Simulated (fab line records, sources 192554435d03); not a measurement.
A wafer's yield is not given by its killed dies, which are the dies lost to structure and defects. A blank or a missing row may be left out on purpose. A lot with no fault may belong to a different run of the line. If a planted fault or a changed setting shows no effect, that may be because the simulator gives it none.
Which tool did it? | flow n5Finfet | 24 lots with 72 wafers sampled at 5 steps, on a route of 1938 steps

## WHAT EACH GAUGE READ, for each wafer
N5_BEOL_M2_CD_MEAS_35: target cd 18 nm, target cd y 22.2 nm.
lot  | measured     | on       | cdNm (nm)
L074 | day 7 12:01  | cdSem-03 | 17.96 17.86 18.04
L075 | day 7 14:23  | cdSem-03 | 18.26 17.99 18.00
L077 | day 7 16:30  | cdSem-01 | 18.07 17.80 18.26
L076 | day 7 21:06  | cdSem-02 | 17.58 17.94 18.19
L078 | day 8 00:19  | cdSem-03 | 17.78 18.22 17.66
L079 | day 8 00:44  | cdSem-01 | 18.10 18.47 18.55
L080 | day 8 06:05  | cdSem-02 | 17.83 17.84 18.19
L081 | day 8 17:49  | cdSem-03 | 17.74 18.31 18.71
L083 | day 9 01:07  | cdSem-01 | 18.41 18.31 18.39
L082 | day 9 04:53  | cdSem-01 | 17.60 18.01 17.93
L084 | day 10 05:07 | cdSem-01 | 18.52 17.40 17.99
L085 | day 10 09:44 | cdSem-03 | 18.10 18.19 18.03
L086 | day 10 09:50 | cdSem-03 | 17.97 17.77 17.93
L087 | day 10 15:12 | cdSem-01 | 17.99 18.51 18.25
L089 | day 10 20:07 | cdSem-01 | 17.91 18.41 18.14
L088 | day 10 23:22 | cdSem-02 | 18.40 18.13 18.18
L090 | day 10 23:29 | cdSem-02 | 18.26 17.93 18.20
L092 | day 11 13:31 | cdSem-03 | 18.43 18.24 18.23
L091 | day 11 16:53 | cdSem-01 | 18.47 18.24 18.25
L093 | day 11 17:22 | cdSem-03 | 18.27 18.19 17.54
L094 | day 11 22:17 | cdSem-02 | 17.67 18.08 17.97
L095 | day 12 03:07 | cdSem-01 | 17.93 18.06 18.23
L096 | day 12 14:46 | cdSem-03 | 18.42 17.85 17.74
L097 | day 13 09:23 | cdSem-03 | 17.60 17.52 17.71

N5_BEOL_M2_INSPECT_59: inspects for defects (darkfield).
lot  | measured     | on               | rawDefectCount
L074 | day 7 15:50  | defectInspect-02 | 91 102 109
L075 | day 7 18:58  | defectInspect-01 | 60 51 59
L077 | day 7 22:28  | defectInspect-01 | 32 68 44
L076 | day 8 00:44  | defectInspect-02 | 58 54 49
L078 | day 8 04:43  | defectInspect-01 | 98 61 72
L079 | day 8 06:34  | defectInspect-02 | 95 76 88
L080 | day 8 09:53  | defectInspect-02 | 105 67 69
L081 | day 8 21:30  | defectInspect-01 | 102 132 57
L083 | day 9 05:45  | defectInspect-01 | 37 53 45
L082 | day 9 10:26  | defectInspect-01 | 63 46 82
L084 | day 10 10:35 | defectInspect-02 | 65 64 61
L085 | day 10 14:12 | defectInspect-02 | 69 93 96
L086 | day 10 15:28 | defectInspect-02 | 65 58 49
L087 | day 10 20:30 | defectInspect-02 | 125 93 121
L089 | day 11 00:02 | defectInspect-01 | 81 78 111
L088 | day 11 03:07 | defectInspect-02 | 84 106 94
L090 | day 11 03:25 | defectInspect-02 | 38 49 80
L092 | day 11 17:05 | defectInspect-01 | 57 80 77
L091 | day 11 20:44 | defectInspect-01 | 50 45 69
L093 | day 11 22:32 | defectInspect-02 | 50 86 81
L094 | day 12 02:50 | defectInspect-02 | 87 109 87
L095 | day 12 10:06 | defectInspect-01 | 55 85 72
L096 | day 12 19:03 | defectInspect-02 | 44 47 38
L097 | day 13 15:56 | defectInspect-02 | 61 48 77

## WHAT TOOL EACH LOT RAN ON (gives the tool, then ch and the chambers of the sampled wafers, and finally the start)
lot  | N5_BEOL_M2_SPUTTER_48       | N5_BEOL_M2_ANNEAL_93        | N5_BEOL_M2_ANNEAL_51
L074 | pvdSputter-01, day 7 12:59  | pvdSputter-01, day 7 14:23  | rtpAnneal-02 ch 0, day 7 14:56
L075 | pvdSputter-03, day 7 16:08  | pvdSputter-03, day 7 17:32  | rtpAnneal-02 ch 0, day 7 18:05
L077 | pvdSputter-01, day 7 18:58  | pvdSputter-01, day 7 20:22  | rtpAnneal-02 ch 0, day 7 20:55
L076 | pvdSputter-03, day 7 21:52  | pvdSputter-03, day 7 23:16  | rtpAnneal-02 ch 0, day 7 23:50
L078 | pvdSputter-03, day 8 01:53  | pvdSputter-03, day 8 03:17  | rtpAnneal-01 ch 0, day 8 03:56
L079 | pvdSputter-03, day 8 03:43  | pvdSputter-03, day 8 05:07  | rtpAnneal-01 ch 0, day 8 05:44
L080 | pvdSputter-02, day 8 07:03  | pvdSputter-02, day 8 08:27  | rtpAnneal-02 ch 0, day 8 09:01
L081 | pvdSputter-03, day 8 18:40  | pvdSputter-03, day 8 20:04  | rtpAnneal-01 ch 0, day 8 20:37
L083 | pvdSputter-01, day 9 02:40  | pvdSputter-01, day 9 04:04  | rtpAnneal-01 ch 0, day 9 04:55
L082 | pvdSputter-02, day 9 07:11  | pvdSputter-02, day 9 08:35  | rtpAnneal-02 ch 0, day 9 09:12
L084 | pvdSputter-01, day 10 07:44 | pvdSputter-01, day 10 09:08 | rtpAnneal-02 ch 0, day 10 09:41
L085 | pvdSputter-01, day 10 10:46 | pvdSputter-01, day 10 12:10 | rtpAnneal-01 ch 0, day 10 13:04
L086 | pvdSputter-02, day 10 12:29 | pvdSputter-02, day 10 13:53 | rtpAnneal-02 ch 0, day 10 14:26
L087 | pvdSputter-01, day 10 17:40 | pvdSputter-01, day 10 19:04 | rtpAnneal-02 ch 0, day 10 19:43
L089 | pvdSputter-02, day 10 21:03 | pvdSputter-02, day 10 22:27 | rtpAnneal-02 ch 0, day 10 23:10
L088 | pvdSputter-01, day 11 00:17 | pvdSputter-01, day 11 01:41 | rtpAnneal-01 ch 0, day 11 02:14
L090 | pvdSputter-02, day 11 00:32 | pvdSputter-02, day 11 01:56 | rtpAnneal-02 ch 0, day 11 02:29
L092 | pvdSputter-03, day 11 14:14 | pvdSputter-03, day 11 15:38 | rtpAnneal-02 ch 0, day 11 16:13
L091 | pvdSputter-03, day 11 17:43 | pvdSputter-03, day 11 19:07 | rtpAnneal-01 ch 0, day 11 19:52
L093 | pvdSputter-03, day 11 19:42 | pvdSputter-03, day 11 21:06 | rtpAnneal-02 ch 0, day 11 21:45
L094 | pvdSputter-03, day 12 00:00 | pvdSputter-03, day 12 01:24 | rtpAnneal-02 ch 0, day 12 01:58
L095 | pvdSputter-02, day 12 07:14 | pvdSputter-02, day 12 08:38 | rtpAnneal-01 ch 0, day 12 09:14
L096 | pvdSputter-02, day 12 16:13 | pvdSputter-02, day 12 17:37 | rtpAnneal-02 ch 0, day 12 18:10
L097 | pvdSputter-02, day 13 12:30 | pvdSputter-02, day 13 13:54 | rtpAnneal-02 ch 0, day 13 14:27
- N5_BEOL_M2_SPUTTER_48: material Cu, target thk 4.5 nm, time 8.29 s.
- N5_BEOL_M2_ANNEAL_93: time 240 s.
- N5_BEOL_M2_ANNEAL_51: time 90 s.

## WHAT THE TOOLS THEMSELVES READ (means of the sampled wafers that have a number; where no wafer has one, the mark that the record gives instead)
N5_BEOL_M2_SPUTTER_48.
lot  | tool          | chamberPressurePa (Pa) | throttleValvePct (%)
L074 | pvdSputter-01 | 0.07                   | 29.7
L075 | pvdSputter-03 | 0.07                   | 30.0
L077 | pvdSputter-01 | 0.07                   | 29.7
L076 | pvdSputter-03 | 0.07                   | 30.2
L078 | pvdSputter-03 | 0.07                   | 30.2
L079 | pvdSputter-03 | 0.07                   | 30.4
L080 | pvdSputter-02 | 0.07                   | 30.5
L081 | pvdSputter-03 | 0.07                   | 30.6
L083 | pvdSputter-01 | 0.07                   | 30.6
L082 | pvdSputter-02 | 0.07                   | 31.0
L084 | pvdSputter-01 | 0.07                   | 31.3
L085 | pvdSputter-01 | 0.07                   | 30.5
L086 | pvdSputter-02 | 0.07                   | 29.0
L087 | pvdSputter-01 | 0.07                   | 29.8
L089 | pvdSputter-02 | 0.07                   | 29.8
L088 | pvdSputter-01 | 0.07                   | 30.4
L090 | pvdSputter-02 | 0.07                   | 29.5
L092 | pvdSputter-03 | 0.07                   | 30.0
L091 | pvdSputter-03 | 0.07                   | 29.7
L093 | pvdSputter-03 | 0.07                   | 31.0
L094 | pvdSputter-03 | 0.07                   | 29.8
L095 | pvdSputter-02 | 0.07                   | 30.4
L096 | pvdSputter-02 | 0.07                   | 29.1
L097 | pvdSputter-02 | 0.07                   | 29.1

N5_BEOL_M2_ANNEAL_93.
lot  | tool          | heaterPowerW (W)
L074 | pvdSputter-01 | 830
L075 | pvdSputter-03 | 873
L077 | pvdSputter-01 | 831
L076 | pvdSputter-03 | 880
L078 | pvdSputter-03 | 864
L079 | pvdSputter-03 | 846
L080 | pvdSputter-02 | 799
L081 | pvdSputter-03 | 815
L083 | pvdSputter-01 | 872
L082 | pvdSputter-02 | 869
L084 | pvdSputter-01 | 805
L085 | pvdSputter-01 | 766
L086 | pvdSputter-02 | 779
L087 | pvdSputter-01 | 833
L089 | pvdSputter-02 | 793
L088 | pvdSputter-01 | 869
L090 | pvdSputter-02 | 764
L092 | pvdSputter-03 | 858
L091 | pvdSputter-03 | 889
L093 | pvdSputter-03 | 865
L094 | pvdSputter-03 | 830
L095 | pvdSputter-02 | 740
L096 | pvdSputter-02 | 739
L097 | pvdSputter-02 | 745

N5_BEOL_M2_ANNEAL_51.
lot  | tool         | wafer_temp_C_max
L074 | rtpAnneal-02 | 225.9
L075 | rtpAnneal-02 | 225.9
L077 | rtpAnneal-02 | 226.0
L076 | rtpAnneal-02 | 226.2
L078 | rtpAnneal-01 | 225.6
L079 | rtpAnneal-01 | 225.6
L080 | rtpAnneal-02 | 225.9
L081 | rtpAnneal-01 | 225.4
L083 | rtpAnneal-01 | 225.9
L082 | rtpAnneal-02 | 226.0
L084 | rtpAnneal-02 | 226.1
L085 | rtpAnneal-01 | 225.5
L086 | rtpAnneal-02 | 226.2
L087 | rtpAnneal-02 | 226.1
L089 | rtpAnneal-02 | 226.1
L088 | rtpAnneal-01 | 225.7
L090 | rtpAnneal-02 | 226.5
L092 | rtpAnneal-02 | 226.0
L091 | rtpAnneal-01 | 225.7
L093 | rtpAnneal-02 | 226.2
L094 | rtpAnneal-02 | 226.0
L095 | rtpAnneal-01 | 225.7
L096 | rtpAnneal-02 | 226.0
L097 | rtpAnneal-02 | 226.2

## THE ANSWER, worked out from the rows above alone
Rule: the lots themselves supply what counts as usual. The widest of any qualifying gaps counts: lots, ordered by their means at a reading, are off when they make up no more than a third of the lots, leave a main group of 4 or more, and stand apart from it by 3 or more times the standard deviation of that group's means. Not used: any main group whose means are identical at the precision the tables above print for the reading. A lot without any number at a reading at which 4 lots or more have one is off too. Where the step has rows for the other lots, those lots are counted as sound. The gauges are gone through in route order, then the tools' own readings, and for those a lot's mean is taken as printed above. The first step at which some lot is off is used, and at that step the reading that is off furthest; a lot without a number counts as furthest.
Nothing can be told from this: no lot is off at any reading shown.

## WHAT HAD BEEN PUT IN BY THE SIMULATOR
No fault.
